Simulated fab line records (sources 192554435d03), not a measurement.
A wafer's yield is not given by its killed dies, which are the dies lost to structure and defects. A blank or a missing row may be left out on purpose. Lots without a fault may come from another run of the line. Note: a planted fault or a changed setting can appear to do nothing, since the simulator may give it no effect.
A single fault, viewed from 2 desks ; flow n5Finfet ; only its own numbers are on each desk; what lay behind them is given at the end

== METROLOGY DESK ==
Means of the sampled wafers that have a number, per lot and without regard to the tool the lot ran on: this is what the gauges read. Marked OUT: a lot whose mean sits more than 4 standard deviations from the usual mean, which makes it out of limits; the brackets give that distance. Readings shown: 7 of its 12, picked as those furthest out on some lot.
Columns: A = DIBL_N at N5_BEOL_M4_RC_MEAS_101, usual 36.4 mV/V; B = DIBL_P at N5_BEOL_M4_RC_MEAS_101, usual 36.2 mV/V; C = ION_N at N5_BEOL_M4_RC_MEAS_101, usual 670 uA/um; D = ION_P at N5_BEOL_M4_RC_MEAS_101, usual 459 uA/um; E = SS_N at N5_BEOL_M4_RC_MEAS_101, usual 71.5 mV/dec; F = SS_P at N5_BEOL_M4_RC_MEAS_101, usual 73.2 mV/dec; G = VT_N at N5_BEOL_M4_RC_MEAS_101, usual 250 mV
lot;first seen here;A;B;C;D;E;F;G
L821;day 8 17:25;34.6;33.6;655;455;71.7;72.5;253
L824;day 9 19:14;35.1;36.2;661;457;71.5;73.5;249
L831;day 11 19:35;37.0;36.8;659;449;71.6;73.2;253
L833;day 12 13:55;37.2;36.0;670;455;72.0;73.2;250
L838;day 13 01:46;36.7;37.9;671;465;70.8;73.5;250
L837;day 13 05:17;35.0;34.6;660;454;71.6;73.2;255
This desk's verdict: no lot among the 6 shows anything out of limits.

== AT THE TOOL OWNER'S DESK: pecvd-01 ==
The tool's own readings at N5_BEOL_M4_DEP_57 (deposits SiCN from 3MS/NH3, target thk 8 nm, time 14 s): means of the sampled wafers that have a number, for each lot that ran on this tool. Marked OUT: a lot whose mean sits more than 4 standard deviations from the usual mean, which makes it out of limits; the brackets give that distance.
Columns: A = rfFwdPowerW at N5_BEOL_M4_DEP_57, usual 199.1 W; B = showerheadPlenumPTorr at N5_BEOL_M4_DEP_57, usual 3.669 Torr; C = throttleValvePct at N5_BEOL_M4_DEP_57, usual 9.4 %
lot;first seen here;A;B;C
L821;day 8 17:36;199.2;3.672;8.8
L824;day 9 19:26;198.2;3.672;10.2
L831;day 11 19:47;-;3.671;9.7
L833;day 12 14:07;198.2;3.665;9.6
This desk's verdict: no lot among the 4 shows anything out of limits.

== ALL TOGETHER ==
At the metrology desk, nothing out of limits was observed.
Nothing out of limits was seen by the tool owner's desk.

== WHAT HAD BEEN PUT IN BY THE SIMULATOR ==
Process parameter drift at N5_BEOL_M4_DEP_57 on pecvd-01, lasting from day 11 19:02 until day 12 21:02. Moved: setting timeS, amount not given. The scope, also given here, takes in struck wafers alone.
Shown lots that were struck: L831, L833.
